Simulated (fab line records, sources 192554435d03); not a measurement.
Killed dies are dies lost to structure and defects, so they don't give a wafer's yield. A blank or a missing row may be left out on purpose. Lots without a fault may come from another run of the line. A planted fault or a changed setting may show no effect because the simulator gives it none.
Which tool did it? | flow n5_finfet | 10 lots, 30 wafers sampled, at 2 steps of a route of 1938

WHAT THE GAUGES READ, wafer by wafer
N5_BEOL_M9_CD_MEAS_18: pitch 140 nm, target cd 70 nm. Usual: cd_nm 70.0 nm, standard deviation 0.56.
lot  | measured     | on        | cd_nm (nm)     | flag
L296 | day 10 08:48 | cd_sem-02 | 69.8 70.3 70.4 |
L297 | day 10 20:43 | cd_sem-01 | 70.0 70.0 70.7 |
L298 | day 11 07:47 | cd_sem-02 | 69.9 69.5 69.9 |
L300 | day 11 11:01 | cd_sem-02 | 69.4 69.5 68.9 |
L301 | day 11 18:04 | cd_sem-02 | 69.2 70.0 69.0 |
L305 | day 12 14:32 | cd_sem-03 | 69.9 69.8 70.0 |
L308 | day 13 15:55 | cd_sem-02 | 69.8 69.7 69.1 |
L312 | day 14 15:55 | cd_sem-03 | 71.0 70.6 70.7 |
L314 | day 14 19:46 | cd_sem-01 | 69.1 69.5 69.4 |
L319 | day 15 23:15 | cd_sem-03 | 70.0 71.1 70.1 |

WHICH TOOL RAN EACH LOT (tool, then ch and the chambers of the sampled wafers, then the start)
lot  | N5_BEOL_M9_ETCH_62
L296 | rie_diel-02 ch 1,2,3, day 10 08:26
L297 | rie_diel-02 ch 2,3, day 10 20:16
L298 | rie_diel-06 ch 0,2,3, day 11 07:25
L300 | rie_diel-05 ch 2,3, day 11 10:31
L301 | rie_diel-05 ch 1,2,3, day 11 17:42
L305 | rie_diel-05 ch 1,2,3, day 12 14:10
L308 | rie_diel-02 ch 0,1,3, day 13 15:29
L312 | rie_diel-06 ch 0,1,3, day 14 15:28
L314 | rie_diel-05 ch 0,1,3, day 14 19:24
L319 | rie_diel-06 ch 1,2,3, day 15 22:53
- N5_BEOL_M9_ETCH_62: etches SOC in N2/H2, target depth 110 nm, overetch 22 nm, time 165 s.

WHAT THE TOOLS THEMSELVES READ (means of the sampled wafers that have a number; where no wafer has one, the mark that the record gives instead)
N5_BEOL_M9_ETCH_62. Usual: chamber_pressure_mTorr 29.997 mTorr, standard deviation 0.027; drypump_motor_current_A 5.7 A, standard deviation 0.32; oes_product_au 0.66 a.u., standard deviation 0.063; rf_vpp_V 523 V, standard deviation 3.4; showerhead_plenum_p_Torr 2.52 Torr, standard deviation 0.11; throttle_valve_pct 17.88 %, standard deviation 0.29.
lot  | tool        | chamber_pressure_mTorr (mTorr) | drypump_motor_current_A (A) | oes_product_au (a.u.) | rf_vpp_V (V) | showerhead_plenum_p_Torr (Torr) | throttle_valve_pct (%) | flag
L296 | rie_diel-02 | 30.018                         | 5.7                         | 0.65                  | 525          | 2.55                            | 17.93                  |
L297 | rie_diel-02 | 29.976                         | 5.5                         | 0.64                  | 523          | 2.50                            | 17.87                  |
L298 | rie_diel-06 | 30.001                         | 5.7                         | 0.68                  | 525          | 2.60                            | 17.87                  |
L300 | rie_diel-05 | 30.007                         | 5.8                         | 0.70                  | 524          | 2.53                            | 17.70                  |
L301 | rie_diel-05 | 30.005                         | 5.6                         | 0.69                  | 523          | 2.53                            | 17.71                  |
L305 | rie_diel-05 | 30.007                         | 5.6                         | 0.68                  | 524          | 2.53                            | 17.71                  |
L308 | rie_diel-02 | 29.977                         | 5.8                         | 0.68                  | 525          | 2.59                            | 17.91                  |
L312 | rie_diel-06 | 29.990                         | 5.7                         | 0.67                  | 524          | 2.56                            | 17.88                  |
L314 | rie_diel-05 | 30.011                         | 5.7                         | 0.67                  | 522          | 2.49                            | 17.84                  |
L319 | rie_diel-06 | 29.998                         | 5.7                         | 0.64                  | 521          | 2.47                            | 17.99                  |

THE ANSWER, worked out from the rows above alone
Rule: a lot is off if the mean of its wafers that have a number lies more than 3 standard deviations from the usual mean. A lot without any number at a reading at which 4 lots or more have one is off too. The other lots that the step has rows for count as sound. The gauges are gone through in route order, then the tools' own readings, and for those a lot's mean is taken as printed above. The first step at which some lot is off is used, and at that step the reading that is off furthest; a lot without a number counts as furthest.
No lot is off at any reading shown: from this, nothing can be told.

WHAT THE SIMULATOR HAD PUT IN
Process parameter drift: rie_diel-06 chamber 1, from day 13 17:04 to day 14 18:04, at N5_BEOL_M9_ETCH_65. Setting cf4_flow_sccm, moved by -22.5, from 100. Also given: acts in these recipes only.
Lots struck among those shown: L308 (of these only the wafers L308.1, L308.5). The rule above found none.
